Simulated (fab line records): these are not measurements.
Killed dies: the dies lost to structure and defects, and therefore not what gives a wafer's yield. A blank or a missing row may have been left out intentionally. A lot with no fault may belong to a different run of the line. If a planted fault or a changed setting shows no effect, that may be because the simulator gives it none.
Which of the tools did it? | flow nand-harc | Sampling: 6 lots, 18 wafers, 4 of 1302 route steps

WHAT EACH GAUGE READ, for each wafer
NHARC_END_SORT_01.
lot  | measured     | on        | killed-at-periphery
L188 | day 25 09:34 | prober-02 | 2 1 3
L189 | day 25 21:34 | prober-01 | 0 2 2
L192 | day 26 16:01 | prober-02 | 2 3 8
L194 | day 27 21:18 | prober-02 | 9 7 4

TOOL THAT RAN EACH LOT (tool first, then ch and the chambers of the sampled wafers, then the start)
lot  | NHARC_THIN_TSV_ETCH_44             | NHARC_THIN_TSV_ETCHBACK_48         | NHARC_THIN_TSV_DEGAS_49
L188 | rie-diel-08 ch 0,1, day 24 17:52   | rie-diel-08 ch 0,2,3, day 24 19:59 | pvd-sputter-01, day 24 20:28
L189 | rie-diel-08 ch 0,1,3, day 25 07:52 | rie-diel-13 ch 0,3, day 25 09:52   | pvd-sputter-02, day 25 10:24
L192 | rie-diel-08 ch 2,3, day 26 00:14   | rie-diel-04 ch 1,2,3, day 26 02:12 | pvd-sputter-02, day 26 02:41
L194 | rie-diel-13 ch 0,2,3, day 27 00:01 | rie-diel-08 ch 1,3, day 27 02:00   | pvd-sputter-01, day 27 02:32
L205 | rie-diel-04 ch 0,2, day 31 07:52   | rie-diel-04 ch 0,1,2, day 31 09:52 | pvd-sputter-02, day 31 10:26
L209 | rie-diel-13 ch 0,2,3, day 32 15:48 | rie-diel-04 ch 0,2, day 32 17:46   | pvd-sputter-03, day 32 18:17
- NHARC_THIN_TSV_ETCH_44: etches the open film in CF4/O2, target depth 1594.2 nm, time 797.1 s.
- NHARC_THIN_TSV_ETCHBACK_48: etches the open film in C4F8/Ar, target depth 1028.5 nm, time 405.17 s.
- NHARC_THIN_TSV_DEGAS_49: time 120 s.

THE ANSWER, worked out from the rows above alone
Rule: the usual values come from the lots themselves. Put in order of their means at a reading, lots are off if they are a third of the lots or fewer, leave a main group of 4 or more, and stand apart from it by a gap of 3 or more times the standard deviation of the main group's means; of several such gaps the widest counts. Not used: any main group whose means are identical at the precision the tables above print for the reading. A lot without any number at a reading at which 4 lots or more have one is off too. Where the step has rows for the other lots, those lots are counted as sound.
Across all readings shown, no lot is off: no conclusion can be drawn from this.

WHAT WAS PUT IN BY THE SIMULATOR
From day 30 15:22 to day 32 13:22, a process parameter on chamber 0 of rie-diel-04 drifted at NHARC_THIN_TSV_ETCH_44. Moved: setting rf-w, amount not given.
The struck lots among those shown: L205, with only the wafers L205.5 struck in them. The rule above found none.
